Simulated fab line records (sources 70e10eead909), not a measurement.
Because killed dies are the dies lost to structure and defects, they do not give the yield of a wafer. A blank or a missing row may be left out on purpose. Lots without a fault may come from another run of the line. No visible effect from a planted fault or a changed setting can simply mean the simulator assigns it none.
What tool caused it? + flow nand-harc + 24 lots, 72 wafers sampled, at 2 steps of a route of 1159

WHAT EACH GAUGE READ, for each wafer
NHARC_P_STI_CD_MEAS_16.
| lot  | measured    | on        | cd-nm (nm)        |
|------|-------------|-----------|-------------------|
| L074 | day 2 14:19 | cd-sem-02 | 198.5 198.9 200.6 |
| L075 | day 2 14:28 | cd-sem-02 | 198.7 199.7 202.6 |
| L076 | day 3 01:31 | cd-sem-03 | 192.9 198.1 199.5 |
| L077 | day 3 06:25 | cd-sem-03 | 199.9 198.7 198.5 |
| L078 | day 3 12:48 | cd-sem-03 | 202.7 197.7 198.2 |
| L079 | day 3 21:30 | cd-sem-01 | 199.8 199.1 202.0 |
| L080 | day 3 21:11 | cd-sem-02 | 198.5 197.5 199.2 |
| L081 | day 4 06:07 | cd-sem-03 | 200.4 198.3 198.9 |
| L082 | day 4 11:31 | cd-sem-02 | 201.7 201.0 200.8 |
| L083 | day 4 18:15 | cd-sem-03 | 197.4 197.3 198.2 |
| L084 | day 5 03:02 | cd-sem-02 | 202.5 201.1 201.1 |
| L085 | day 5 03:28 | cd-sem-02 | 199.1 198.1 196.1 |
| L086 | day 5 12:58 | cd-sem-03 | 200.1 196.2 198.7 |
| L087 | day 5 17:11 | cd-sem-02 | 196.3 198.4 196.7 |
| L088 | day 6 01:08 | cd-sem-03 | 197.3 196.2 197.9 |
| L089 | day 6 09:11 | cd-sem-02 | 197.3 196.8 200.0 |
| L090 | day 6 09:00 | cd-sem-02 | 196.1 200.6 199.1 |
| L091 | day 6 17:21 | cd-sem-03 | 197.9 199.4 198.5 |
| L092 | day 6 23:28 | cd-sem-01 | 197.0 198.6 198.9 |
| L093 | day 7 07:43 | cd-sem-02 | 198.4 199.4 199.8 |
| L094 | day 7 11:48 | cd-sem-03 | 198.0 198.9 196.5 |
| L095 | day 7 17:40 | cd-sem-03 | 201.2 201.0 199.1 |
| L096 | day 8 00:40 | cd-sem-01 | 197.2 201.3 198.1 |
| L097 | day 8 05:34 | cd-sem-02 | 197.2 194.3 200.0 |

EACH LOT AND THE TOOL THAT RAN IT (in order: tool; ch and the chambers of the sampled wafers; start)
| lot  | NHARC_P_ZERO_WELL_ETCH_62                    |
|------|----------------------------------------------|
| L074 | rie-diel-13 ch 0,1,2, day 2 14:19 or earlier |
| L075 | rie-diel-13 ch 0,1,3, day 2 14:28 or earlier |
| L076 | rie-diel-02 ch 0,1,3, day 3 01:31 or earlier |
| L077 | rie-diel-13 ch 2,3, day 3 06:25 or earlier   |
| L078 | rie-diel-13 ch 2,3, day 3 12:48 or earlier   |
| L079 | rie-diel-02 ch 1,3, day 3 21:30 or earlier   |
| L080 | rie-diel-02 ch 0,1, day 3 21:11 or earlier   |
| L081 | rie-diel-02 ch 1,2,3, day 4 06:07 or earlier |
| L082 | rie-diel-13 ch 0,3, day 4 11:31 or earlier   |
| L083 | rie-diel-13 ch 2,3, day 4 18:15 or earlier   |
| L084 | rie-diel-13 ch 0,1,2, day 5 03:02 or earlier |
| L085 | rie-diel-13 ch 0,1,3, day 5 03:28 or earlier |
| L086 | rie-diel-02 ch 1,2,3, day 5 12:58 or earlier |
| L087 | rie-diel-09 ch 0,1,3, day 5 17:11 or earlier |
| L088 | rie-diel-13 ch 1,2,3, day 6 01:08 or earlier |
| L089 | rie-diel-09 ch 1,2, day 6 09:11 or earlier   |
| L090 | rie-diel-02 ch 0,1, day 6 09:00 or earlier   |
| L091 | rie-diel-09 ch 0,1,3, day 6 17:21 or earlier |
| L092 | rie-diel-13 ch 0,3, day 6 23:28 or earlier   |
| L093 | rie-diel-02 ch 1,2,3, day 7 07:43 or earlier |
| L094 | rie-diel-13 ch 0,2, day 7 11:48 or earlier   |
| L095 | rie-diel-09 ch 0,2, day 7 17:40 or earlier   |
| L096 | rie-diel-13 ch 0,1,3, day 8 00:40 or earlier |
| L097 | rie-diel-09 ch 0,1,2, day 8 05:34 or earlier |
- NHARC_P_ZERO_WELL_ETCH_62: etches the open film in CHF3/Ar, target depth 13 nm, time 6.5 s.

WHAT THE TOOLS THEMSELVES READ (means of the sampled wafers that have a number; where no wafer has one, the mark that the record gives instead)
NHARC_P_ZERO_WELL_ETCH_62.
| lot  | tool        | drypump-motor-current-A (A) | oes-product-au (a.u.) | rf-vpp-V (V) | showerhead-plenum-p-Torr (Torr) | throttle-valve-pct (%) |
|------|-------------|-----------------------------|-----------------------|--------------|---------------------------------|------------------------|
| L074 | rie-diel-13 | 5.5                         | 0.970                 | 372.3        | 2.43                            | 20.216                 |
| L075 | rie-diel-13 | 5.5                         | 0.972                 | 370.9        | 2.33                            | 20.218                 |
| L076 | rie-diel-02 | 5.5                         | 0.965                 | 368.5        | 2.26                            | 20.225                 |
| L077 | rie-diel-13 | 5.9                         | 0.960                 | 372.4        | 2.42                            | 20.222                 |
| L078 | rie-diel-13 | 5.9                         | 0.954                 | 373.2        | 2.42                            | 20.222                 |
| L079 | rie-diel-02 | 5.7                         | 0.968                 | 369.4        | 2.28                            | 20.225                 |
| L080 | rie-diel-02 | 5.7                         | 0.961                 | 368.2        | 2.22                            | 20.207                 |
| L081 | rie-diel-02 | 5.7                         | 0.958                 | 369.6        | 2.33                            | 20.213                 |
| L082 | rie-diel-13 | 5.7                         | 0.978                 | 369.5        | 2.29                            | 20.221                 |
| L083 | rie-diel-13 | 5.9                         | 0.972                 | 371.9        | 2.42                            | 20.218                 |
| L084 | rie-diel-13 | 5.5                         | 0.971                 | 373.1        | 2.43                            | 20.213                 |
| L085 | rie-diel-13 | 5.5                         | 0.936                 | 370.6        | 2.33                            | 20.217                 |
| L086 | rie-diel-02 | 5.7                         | 0.961                 | 370.3        | 2.33                            | 20.212                 |
| L087 | rie-diel-09 | 6.1                         | 0.970                 | 370.2        | 2.33                            | 20.221                 |
| L088 | rie-diel-13 | 5.7                         | 0.968                 | 370.8        | 2.36                            | 20.216                 |
| L089 | rie-diel-09 | 6.0                         | 0.973                 | 373.4        | 2.47                            | 20.223                 |
| L090 | rie-diel-02 | 5.4                         | 0.954                 | 367.0        | 2.23                            | 20.220                 |
| L091 | rie-diel-09 | 6.1                         | 0.964                 | 369.7        | 2.33                            | 20.210                 |
| L092 | rie-diel-13 | 5.6                         | 0.969                 | 370.6        | 2.37                            | 20.221                 |
| L093 | rie-diel-02 | 5.7                         | 0.967                 | 369.2        | 2.33                            | 20.220                 |
| L094 | rie-diel-13 | 5.7                         | 0.915                 | 373.8        | 2.49                            | 20.224                 |
| L095 | rie-diel-09 | 5.9                         | 0.961                 | 370.2        | 2.32                            | 20.213                 |
| L096 | rie-diel-13 | 5.5                         | 0.957                 | 370.9        | 2.33                            | 20.213                 |
| L097 | rie-diel-09 | 6.0                         | 0.961                 | 370.8        | 2.39                            | 20.218                 |

THE ANSWER, worked out from the rows above alone
Rule: the usual values come from the lots themselves. The widest of any qualifying gaps counts: lots, ordered by their means at a reading, are off when they make up no more than a third of the lots, leave a main group of 4 or more, and stand apart from it by 3 or more times the standard deviation of that group's means. The tables above print the reading to a certain number of digits; a main group whose means all agree to those digits is not used. Also off: a lot with no number at a reading for which 4 or more lots have one. Where the step has rows for the other lots, those lots are counted as sound. The gauges are gone through in route order, then the tools' own readings, and for those a lot's mean is taken as printed above. The first step at which some lot is off is used, and at that step the reading that is off furthest; a lot without a number counts as furthest.
No lot is off at any reading shown: from this, nothing can be told.

WHAT THE SIMULATOR HAD INSERTED
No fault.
